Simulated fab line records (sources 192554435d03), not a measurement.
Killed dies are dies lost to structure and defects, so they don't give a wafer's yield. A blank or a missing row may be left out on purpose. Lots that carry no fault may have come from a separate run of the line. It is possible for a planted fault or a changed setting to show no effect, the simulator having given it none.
Matching of chambers :: flow n5 finfet :: pecvd-01 running N5_FIN_SAQP_PECVD_47: 3 sister chambers
The step deposits a-Si from SiH4/He, target thk 45 nm, time 36.3 s. 3 wafers are shown with their chamber, then 10 later ones without.

WAFERS PAIRED WITH THEIR CHAMBERS
wafer: L085.2
chamber: 1
throttle valve pct (%): 19.6

wafer: L085.5
chamber: 2
throttle valve pct (%): 17.8

wafer: L090.4
chamber: 0
throttle valve pct (%): 18.4

WAFERS WHOSE CHAMBER IS MISSING
wafer: L090.6
throttle valve pct (%): 18.2

wafer: L094.1
throttle valve pct (%): 19.7

wafer: L094.4
throttle valve pct (%): 18.1

wafer: L094.6
throttle valve pct (%): 18.3

wafer: L095.1
throttle valve pct (%): 17.9

wafer: L095.4
throttle valve pct (%): 19.8

wafer: L095.5
throttle valve pct (%): 18.1

wafer: L096.3
throttle valve pct (%): 18.1

wafer: L096.4
throttle valve pct (%): 19.8

wafer: L096.6
throttle valve pct (%): 18.1

WHICH CHAMBER EACH ONE RAN IN
wafer: L090.6
from the rows above: can't be placed: 0 or 2
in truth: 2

wafer: L094.1
from the rows above: 1
in truth: 1

wafer: L094.4
from the rows above: can't be placed: 0 or 2
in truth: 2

wafer: L094.6
from the rows above: can't be placed: 0 or 2
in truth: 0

wafer: L095.1
from the rows above: can't be placed: 2 or 0
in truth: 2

wafer: L095.4
from the rows above: 1
in truth: 1

wafer: L095.5
from the rows above: can't be placed: 0 or 2
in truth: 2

wafer: L096.3
from the rows above: can't be placed: 0 or 2
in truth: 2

wafer: L096.4
from the rows above: 1
in truth: 1

wafer: L096.6
from the rows above: can't be placed: 0 or 2
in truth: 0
Placed correctly: 3 of 10. Can't be placed from these rows: 7 (the true chamber is among the candidates in 7). Placed wrongly: 0.
How it was worked out, from the rows above alone: a wafer's distance from a chamber is the root of the sum, over the readings, of the square of ((its reading less the chamber's mean) divided by the reading's scatter). The wafer belongs to the nearest chamber; if the next one is less than 2 further off, it can't be placed. For every chamber, the mean is computed from those of its wafers that are shown. The scatter (one wafer shown for each chamber): square how far every hidden wafer sits from the nearest shown wafer, average those squares and take the square root.
